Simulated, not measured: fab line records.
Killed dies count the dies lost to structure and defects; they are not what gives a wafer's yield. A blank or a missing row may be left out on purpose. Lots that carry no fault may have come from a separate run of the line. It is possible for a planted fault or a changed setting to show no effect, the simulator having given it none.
fab line records ; flow n5-finfet
record lots=5; wafers=15; last-day=19
route steps=1938 shown BEOL_M15@1808
lots that met no fault: taken from a fault-free run of the same line
start-h: hours from the record's first day to the start of the lot's first wafer shown ; wait-h: hours elapsed since this lot's preceding step ; " same as the row above ; L1.1+2: several wafers, shown together as one row ; - no value, or no start was given ; * or withheld: withheld ; < > ~ a bound
route shown NAME@n: NAME is a module with steps in the file, n the number in the route of the first one ; usual: mean/standard deviation of fault-free wafers ; same: alike in all rows ; chamber/n: place in a boat ; sites: the reading at each site ; _std_site: the standard deviation of these ; _edge_site: outer sites' mean less inner sites' ; radius-mm: for every site, how far away it sits from the centre of the wafer ; mask NAME#n: copy n ; behind: the tool/chamber that last shaped the wafer ; hold: the reason the lot was held/the length of the hold in hours/how it ended ; device: transistor that didn't switch, given as n, p or np ; end of line: tests run on the same wafers once the route is complete ; where a step has no rows: the recipe by itself ; killed: dies that structure and defects cost at the first sort, which is not the same as the wafer's yield ; map: a wafer's dies, marking killed ones x, the rest . and places with no die _
set.NAME: the setting as run; set.NAME@STEP: as run at that earlier step ; model.NAME: the simulator's own value behind a step, which no gauge read
lots seen at some steps along the route; tables by step, rows by wafer
services: when a tool's chamber went out of use (start-h, in hours from the record's first day, below 0 if earlier), for how many hours, and the reason
## steps
# step N5_BEOL_M15_ETCH_61
# recipe chemistry=N2/H2; target=BARC; target-depth-a=890; overetch-a=267; time-s=67.9; ion-energy-ev=200; pressure-mtorr=30; source-w=840; bias-w=150; n2-flow-sccm=200; h2-flow-sccm=200
# step N5_BEOL_M15_TRENCH_ETCH_34
# recipe chemistry=C4F8/O2/Ar; target=SiO2; target-depth-a=8729.3; he-inner-torr=15; he-outer-torr=30; time-s=199; ion-energy-ev=800; pressure-mtorr=20; source-w=1905; bias-w=2040; Ar_flow_sccm=400; C4F8_flow_sccm=16; O2_flow_sccm=12
# usual drypump-motor-current-A=5.9/0.5; he-inner-torr=15.003/0.027; oes-product-au=0.81/0.082; rf-vpp-V=2212/36; showerhead-plenum-p-Torr=3.45/0.11; throttle-valve-pct=30.86/0.3
lot.wafer;tool;chamber;start-h;wait-h;drypump-motor-current-A;he-inner-torr;oes-product-au;rf-hours-counter-h;rf-vpp-V;showerhead-plenum-p-Torr;throttle-valve-pct
L181.1;rie-diel-02;1;269.26;0.0;5.2;15.020;0.70;237;2165;3.30;31.58
L181.3;rie-diel-02;2;269.26;0.0;6.4;14.977;0.91;23;2206;3.36;30.99
L181.4;rie-diel-02;0;269.26;0.0;5.6;15.041;0.89;39;2183;3.37;30.87
L184.1;rie-diel-02;2;302.01;0.0;6.4;15.027;0.90;33;2205;3.36;30.97
L184.2;rie-diel-02;1;302.01;0.0;5.2;14.999;0.67;247;2166;3.29;31.59
L184.5;rie-diel-02;3;302.01;0.0;6.2;14.992;0.66;-;2241;3.28;31.20
L185.1;rie-diel-01;0;306.49;0.0;6.5;14.945;0.78;143;2190;3.42;30.44
L185.2;rie-diel-01;1;306.49;0.0;5.8;15.018;0.84;74;2179;3.60;30.35
L185.6;rie-diel-01;1;306.49;0.0;5.8;15.033;0.84;-;2178;3.60;30.35
L189.1;rie-diel-01;0;321.77;0.0;6.5;14.995;0.77;149;2187;3.42;30.46
L189.3;rie-diel-01;2;321.77;0.0;5.7;15.004;0.80;81;2226;3.47;30.78
L189.5;rie-diel-01;3;321.77;0.0;5.4;15.003;0.87;-;2265;3.37;30.52
L201.2;rie-diel-02;2;428.74;0.0;6.4;15.018;0.83;75;2203;3.34;31.02
L201.4;rie-diel-02;1;428.74;0.0;5.2;15.005;0.94;21;2279;3.68;31.19
L201.5;rie-diel-02;0;428.74;0.0;5.6;15.022;0.82;-;2181;3.35;30.93
# step N5_BEOL_M15_STRIP_36
# recipe chemistry=O2; power-w=600; temp-c=60; pressure-mtorr=30; rf-frequency-hz=6e+07; bias-power-w=0; overash-fraction=0.3; o2-flow-sccm=225
# step N5_BEOL_M15_STRIP_62
# recipe chemistry=O2; power-w=600; temp-c=60; pressure-mtorr=30; rf-frequency-hz=6e+07; bias-power-w=0; overash-fraction=0.3; o2-flow-sccm=225
# usual drypump-motor-current-A=5.9/0.51; oes-product-au=0.80/0.087; rf-vpp-V=3.6/0.5; showerhead-plenum-p-Torr=2.08/0.073; throttle-valve-pct=16.62/0.23
lot.wafer;tool;chamber;start-h;wait-h;drypump-motor-current-A;oes-product-au;rf-hours-counter-h;rf-vpp-V;showerhead-plenum-p-Torr;throttle-valve-pct
L181.1;rie-diel-02;1;-;-;5.2;0.69;239;3.6;1.98;17.02
L181.3;rie-diel-02;0;-;-;5.6;0.90;41;3.5;2.04;16.46
L181.4;rie-diel-02;2;-;-;6.4;0.92;25;3.8;2.04;16.61
L184.1;rie-diel-01;3;-;-;5.4;0.88;34;3.7;2.06;16.32
L184.2;rie-diel-01;0;-;-;6.4;0.79;142;2.4;2.09;16.45
L184.5;rie-diel-01;2;-;-;5.7;0.82;-;3.4;2.11;16.54
L185.1;rie-diel-03;0;-;-;4.9;0.75;179;3.8;2.09;16.47
L185.2;rie-diel-03;2;-;-;5.8;0.70;185;3.1;2.09;16.62
L185.6;rie-diel-03;2;-;-;5.8;0.70;-;3.8;2.09;16.61
L189.1;rie-diel-03;1;-;-;6.0;0.69;216;3.9;2.15;17.12
L189.3;rie-diel-03;3;-;-;6.7;0.82;67;4.5;2.12;16.43
L189.5;rie-diel-03;0;-;-;4.9;0.75;-;3.7;2.09;16.51
L201.2;rie-diel-02;2;-;-;6.4;0.83;76;4.1;2.02;16.71
L201.4;rie-diel-02;1;-;-;5.2;0.94;22;3.7;2.23;16.58
L201.5;rie-diel-02;0;-;-;5.6;0.82;-;3.8;2.02;16.55
# step N5_BEOL_M15_STRIP_37
# recipe chemistry=O2; power-w=600; temp-c=60; pressure-mtorr=30; rf-frequency-hz=6e+07; bias-power-w=0; overash-fraction=0.3; o2-flow-sccm=225
# step N5_BEOL_M15_ETCH_38
# recipe chemistry=CF4/N2; target=SiCN; target-depth-a=1064; taper-deg=2; time-s=120.5; ion-energy-ev=150; mask-material=SiO2; pressure-mtorr=40; source-w=430; bias-w=70; Ar_flow_sccm=100; cf4-flow-sccm=60; n2-flow-sccm=60
# usual drypump-motor-current-A=5.8/0.52; oes-product-au=0.80/0.089; rf-vpp-V=382.0/2; showerhead-plenum-p-Torr=2.20/0.073; throttle-valve-pct=15.42/0.26
lot.wafer;tool;chamber;start-h;wait-h;drypump-motor-current-A;oes-product-au;rf-hours-counter-h;rf-vpp-V;showerhead-plenum-p-Torr;throttle-valve-pct
L181.1;rie-diel-02;1;-;-;5.2;0.69;239;379.0;2.10;15.86
L181.3;rie-diel-02;0;-;-;5.6;0.88;41;380.6;2.15;15.22
L181.4;rie-diel-02;2;-;-;6.4;0.90;25;382.2;2.16;15.43
L184.1;rie-diel-01;3;-;-;5.4;0.88;34;382.1;2.16;15.05
L184.2;rie-diel-01;0;-;-;6.4;0.78;142;382.3;2.20;15.29
L184.5;rie-diel-01;2;-;-;5.7;0.81;-;383.6;2.24;15.35
L185.1;rie-diel-03;0;-;-;4.9;0.75;179;382.6;2.20;15.25
L185.2;rie-diel-03;2;-;-;5.8;0.70;185;381.9;2.20;15.41
L185.6;rie-diel-03;2;-;-;5.8;0.70;-;381.5;2.20;15.42
L189.1;rie-diel-03;1;-;-;6.1;0.69;216;385.2;2.27;15.97
L189.3;rie-diel-03;3;-;-;6.6;0.84;67;383.7;2.24;15.22
L189.5;rie-diel-03;0;-;-;4.9;0.74;-;382.2;2.20;15.27
L201.2;rie-diel-02;2;-;-;6.4;0.83;76;380.8;2.14;15.53
L201.4;rie-diel-02;1;-;-;5.2;0.94;22;383.7;2.35;15.37
L201.5;rie-diel-02;0;-;-;5.6;0.82;-;381.0;2.13;15.33
# step N5_BEOL_M15_PRECLEAN_39
# recipe chemistry=residue-remover; time-s=60; temp-c=40
# step N5_BEOL_M15_SRD_40
# recipe time-s=30; temp-c=23; rinse-liquid=diw; dry=n2-spin; spin-rpm=1500; dry-time-s=30
# step N5_BEOL_M15_DEGAS_41
# recipe ambient=vacuum; temp-c=300; time-s=60
# usual heater-power-w=464/45
lot.wafer;tool;chamber;start-h;wait-h;heater-power-w
L181.1;pvd-sputter-01;-;274.28;0.1;471
L181.3;pvd-sputter-01;-;274.28;0.1;493
L181.4;pvd-sputter-01;-;274.28;0.1;392
L184.1;pvd-sputter-03;-;304.34;0.3;415
L184.2;pvd-sputter-03;-;304.34;0.3;473
L184.5;pvd-sputter-03;-;304.34;0.3;415
L185.1;pvd-sputter-03;-;309.44;0.4;420
L185.2;pvd-sputter-03;-;309.44;0.4;411
L185.6;pvd-sputter-03;-;309.44;0.4;421
L189.1;pvd-sputter-03;-;324.91;0.2;410
L189.3;pvd-sputter-03;-;324.91;0.2;462
L189.5;pvd-sputter-03;-;324.91;0.2;528
L201.2;pvd-sputter-01;-;431.43;0.3;388
L201.4;pvd-sputter-01;-;431.43;0.3;479
L201.5;pvd-sputter-01;-;431.43;0.3;485
# step N5_BEOL_M15_PRE_CLEAN_42
# recipe gas=H2/He; time-s=30; temp-c=300
# step N5_BEOL_M15_SPUTTER_43
# recipe material=TaN; target-thk-a=150; temp-c=50; bias-v=168.6; power-w=15000; chamber-pressure-pa=0.12; time-s=24.19
# step N5_BEOL_M15_SPUTTER_44
# recipe material=Ta; target-thk-a=150; temp-c=50; bias-v=80; power-w=15000; chamber-pressure-pa=0.07; time-s=24.19
# usual throttle-valve-pct=30.5/1.2
lot.wafer;tool;chamber;start-h;wait-h;throttle-valve-pct;model.Ta_of_BEOL_M15_SPUTTER_44.thk-nm
L181.1;pvd-sputter-01;-;301.38;27.0;30.0;14.8
L181.3;pvd-sputter-01;-;301.38;27.0;31.1;14.8
L181.4;pvd-sputter-01;-;301.38;27.0;31.4;14.6
L184.1;pvd-sputter-03;-;304.50;0.0;31.2;14.8
L184.2;pvd-sputter-03;-;304.50;0.0;30.3;14.8
L184.5;pvd-sputter-03;-;304.50;0.0;29.7;15
L185.1;pvd-sputter-03;-;309.60;0.0;30.7;15
L185.2;pvd-sputter-03;-;309.60;0.0;29.4;15.4
L185.6;pvd-sputter-03;-;309.60;0.0;30.9;15
L189.1;pvd-sputter-03;-;325.07;0.0;29.4;20.6
L189.3;pvd-sputter-03;-;325.07;0.0;30.4;15.2
L189.5;pvd-sputter-03;-;325.07;0.0;32.7;15
L201.2;pvd-sputter-01;-;431.59;0.0;31.3;14.8
L201.4;pvd-sputter-01;-;431.59;0.0;30.2;15
L201.5;pvd-sputter-01;-;431.59;0.0;30.0;14.8
# step N5_BEOL_M15_SPUTTER_45
# recipe material=Cu; target-thk-a=1000; temp-c=-20; bias-v=60; power-w=26000; chamber-pressure-pa=0.13; time-s=16.67
# step N5_BEOL_M15_ECD_47
# recipe material=Cu; target-thk-a=18600
# step N5_BEOL_M15_ANNEAL_48
# recipe temp-c=225; time-s=90; ambient=N2
# usual wafer_temp_C_max=226.7/0.45
lot.wafer;tool;chamber;start-h;wait-h;wafer_temp_C_max
L181.1;rtp-anneal-02;0;301.82;0.2;226.2
L181.3;rtp-anneal-02;0;301.82;0.2;226.5
L181.4;rtp-anneal-02;0;301.82;0.2;226.5
L184.1;rtp-anneal-02;0;304.94;0.2;226.4
L184.2;rtp-anneal-02;0;304.94;0.2;227.2
L184.5;rtp-anneal-02;0;304.94;0.2;226.4
L185.1;rtp-anneal-01;0;310.49;0.6;227.2
L185.2;rtp-anneal-01;0;310.49;0.6;226.9
L185.6;rtp-anneal-01;0;310.49;0.6;226.7
L189.1;rtp-anneal-02;0;325.51;0.2;226.5
L189.3;rtp-anneal-02;0;325.51;0.2;226.4
L189.5;rtp-anneal-02;0;325.51;0.2;226.1
L201.2;rtp-anneal-02;0;432.08;0.2;226.4
L201.4;rtp-anneal-02;0;432.08;0.2;226.5
L201.5;rtp-anneal-02;0;432.08;0.2;226.2
# step N5_BEOL_M15_CMP_49
# recipe stop-on=SiO2; t-overpolish-s=4.9; down-force-psi=2; platen-rpm=80; clearing-platen-down-force-psi=2; clearing-platen-rpm=80; post-cmp-clean=cu-alkaline; target-thk-nm=850; clearing-platen-pad-velocity-m-s=1.5917; pad-velocity-m-s=1.5917
# usual barrier-field-endpoint-s=11.29/0.26; clearing-platen-rpm=80.00/0.04; edge-zone-pressure-frac=0.999/0.0058; motor-current-A=8.3/0.74
lot.wafer;tool;chamber;start-h;wait-h;barrier-field-endpoint-s;clearing-platen-rpm;edge-zone-pressure-frac;motor-current-A
L181.1;cmp-02;3;302.12;0.3;11.51;79.99;1.004;8.0
L181.3;cmp-02;0;302.12;0.3;11.21;80.00;0.996;8.6
L181.4;cmp-02;1;302.12;0.3;11.43;80.00;0.996;7.3
L184.2;cmp-03;1;305.24;0.2;10.97;79.98;1.003;9.5
L184.1;cmp-03;2;305.24;0.2;10.67;79.97;0.996;7.2
L184.5;cmp-03;1;305.24;0.2;10.89;80.02;1.007;9.1
L185.1;cmp-02;1;310.79;0.3;11.40;79.99;0.997;6.8
L185.2;cmp-02;3;310.79;0.3;11.81;80.02;0.998;7.4
L185.6;cmp-02;1;310.79;0.3;11.46;80.00;1.002;7.2
L189.3;cmp-04;0;326.16;0.4;11.13;80.06;1.003;7.1
L189.1;cmp-04;1;326.16;0.4;13.36;80.03;0.998;8.8
L189.5;cmp-04;2;326.16;0.4;11.02;79.91;1.004;9.3
L201.2;cmp-03;1;432.37;0.2;11.09;80.01;0.989;9.1
L201.4;cmp-03;3;432.37;0.2;11.14;79.91;0.997;7.3
L201.5;cmp-03;0;432.37;0.2;11.29;79.94;1.006;7.7
# step N5_BEOL_M15_THK_MEAS_50
# recipe thk-meas-gauge=xrf; reads=Cu_of_BEOL_M15_ECD_47
# usual M15_THK=867/17
lot.wafer;tool;chamber;start-h;wait-h;M15_THK[nm]
L181.1;film-metro-02;-;302.41;-;865
L181.3;film-metro-02;-;302.41;-;885
L181.4;film-metro-02;-;302.41;-;890
L184.1;film-metro-01;-;305.53;-;849
L184.2;film-metro-01;-;305.53;-;834
L184.5;film-metro-01;-;305.53;-;829
L185.1;film-metro-01;-;311.08;-;857
L185.2;film-metro-01;-;311.08;-;872
L185.6;film-metro-01;-;311.08;-;872
L189.1;film-metro-02;-;326.38;-;853
L189.3;film-metro-02;-;326.38;-;858
L189.5;film-metro-02;-;326.38;-;871
L201.2;film-metro-02;-;432.63;-;867
L201.4;film-metro-02;-;432.63;-;897
L201.5;film-metro-02;-;432.63;-;886
## services
tool;chamber;start-h;hours;kind
cmp-02;-;270.72;4.0;pm
rie-diel-01;-;271.77;2.8;pm
rie-diel-02;0;275.91;6.9;repair
rie-diel-01;2;285.53;14.8;repair
pvd-sputter-03;-;294.50;0.8;repair
cmp-04;-;296.61;0.9;repair
rie-diel-02;3;302.17;-;clean
rie-diel-02;3;302.17;-;consumable-replace:focus-ring
rie-diel-02;3;302.17;-;consumable-replace:showerhead
cmp-02;-;303.82;0.9;repair
cmp-03;-;324.96;4.0;pm
cmp-02;-;327.71;16.8;pm
cmp-04;-;329.53;6.7;pm
cmp-04;-;341.12;1.1;repair
pvd-sputter-03;-;376.74;2.5;repair
cmp-04;-;386.88;4.0;pm
pvd-sputter-01;-;396.40;1.4;repair
cmp-04;-;399.30;7.2;pm
rie-diel-01;-;402.47;2.1;repair
cmp-02;-;405.20;3.0;repair
rie-diel-01;1;416.10;2.8;repair
pvd-sputter-01;-;421.49;1.7;repair
cmp-03;-;425.58;2.2;repair
rie-diel-03;2;426.90;1.4;repair
## key
first-sign step=N5_BEOL_M15_CMP_49; reading=barrier-field-endpoint-s; direction=up; sigmas=7.9; usual=11.29; struck=13.36
effect none on later readings
model-effect step=N5_BEOL_M15_SPUTTER_44; value=Ta_of_BEOL_M15_SPUTTER_44.thk-nm; without=15.4; struck=20.6
met-at N5_BEOL_M15_SPUTTER_44
struck-wafers L189.1
onset-between 309.60 325.07
fault kind=process-parameter-drift; tool=pvd-sputter-03; chamber=-; onset-h=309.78; steps=N5_BEOL_M15_SPUTTER_44; channel=time-s; offset=*; shape=step; end-h=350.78; acts-in=*; stated=*; scope=struck-wafers-only
